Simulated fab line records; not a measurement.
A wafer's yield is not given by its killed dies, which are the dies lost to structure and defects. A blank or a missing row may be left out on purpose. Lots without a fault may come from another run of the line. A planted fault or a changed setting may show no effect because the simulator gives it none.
One fault seen from 2 desks + flow n5-finfet + each desk has only its own numbers; what lay behind them comes last
Where a reading is given only as a bound, like >300, the bound stands for it, and a mean or a difference that rests on one is marked > or <: the true number lies beyond.

== FOR THE TOOL OWNER'S DESK: pecvd-03 ==
The tool's own readings at N5_BEOL_M15_ILD_DEP_00 (deposits SiO2 from TEOS/O2, target thk 1629.3 nm, time 346.1 s): means of the sampled wafers that have a number, for each lot that ran on this tool. If a lot's mean is further than 4 standard deviations from the usual mean, the lot is out of limits and carries the mark OUT (the distance appears in the brackets).
Columns: A = heater-power-w at N5_BEOL_M15_ILD_DEP_00, usual 530 W; B = showerhead-plenum-p-Torr at N5_BEOL_M15_ILD_DEP_00, usual 8.34 Torr; C = showerhead-vpp-V at N5_BEOL_M15_ILD_DEP_00, usual 1876 V; D = throttle-valve-pct at N5_BEOL_M15_ILD_DEP_00, usual 19.4 %
| lot  | first seen here | A   | B    | C    | D    |
|------|-----------------|-----|------|------|------|
| L360 | day 13 09:55    | 502 | 8.35 | 1958 | 19.5 |
| L363 | day 13 16:19    | 493 | 8.35 | 1967 | 19.5 |
| L364 | day 14 01:38    | 478 | 8.36 | 1956 | 20.6 |
| L369 | day 15 07:29    | 574 | 8.36 | 1883 | 19.9 |
| L381 | day 18 00:02    | 494 | 8.35 | 1930 | 18.8 |
| L382 | day 18 07:50    | 529 | 8.36 | 1919 | 19.8 |
This desk found nothing out of limits on any of the 6 lots.

== THE DEFECT DESK ==
Counts from the inspections along the route, per lot, as means over the sampled wafers that have a number. If a lot's mean is further than 4 standard deviations from the usual mean, the lot is out of limits and carries the mark OUT (the distance appears in the brackets).
Columns: A = raw-defect-count at N5_BEOL_M15_INSPECT_12, usual 2.1
| lot  | first seen here | A                      |
|------|-----------------|------------------------|
| L360 | day 13 10:31    | 3.0                    |
| L363 | day 13 17:02    | 5.0                    |
| L364 | day 14 02:14    | 1.3                    |
| L369 | day 15 08:14    | >197 (+99 or more) OUT |
| L376 | day 17 02:30    | 1.3                    |
| L374 | day 17 03:35    | 1.7                    |
| L378 | day 17 20:05    | 2.3                    |
| L381 | day 18 00:39    | 1.7                    |
| L380 | day 18 05:53    | 3.0                    |
| L382 | day 18 08:35    | 1.7                    |
This desk's verdict: out of limits on L369, starting with L369 at day 15 08:14 (raw-defect-count at N5_BEOL_M15_INSPECT_12). L360, L363, L364, L376, L374, L378, L381, L380, L382: within limits.

== TAKEN TOGETHER ==
The defect desk could have raised an alarm at day 15 08:14, on L369.
The tool owner's desk saw nothing out of limits.
The tool owner's desk has L369 on record, within its limits.
Every lot named ran N5_BEOL_M15_ILD_DEP_00 on pecvd-03.

== WHAT THE SIMULATOR HAD PUT IN ==
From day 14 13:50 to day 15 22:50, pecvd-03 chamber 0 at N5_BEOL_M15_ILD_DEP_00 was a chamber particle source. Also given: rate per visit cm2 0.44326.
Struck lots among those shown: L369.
Hours from the fault's start to each desk's first reading out of limits: the defect desk, 18.
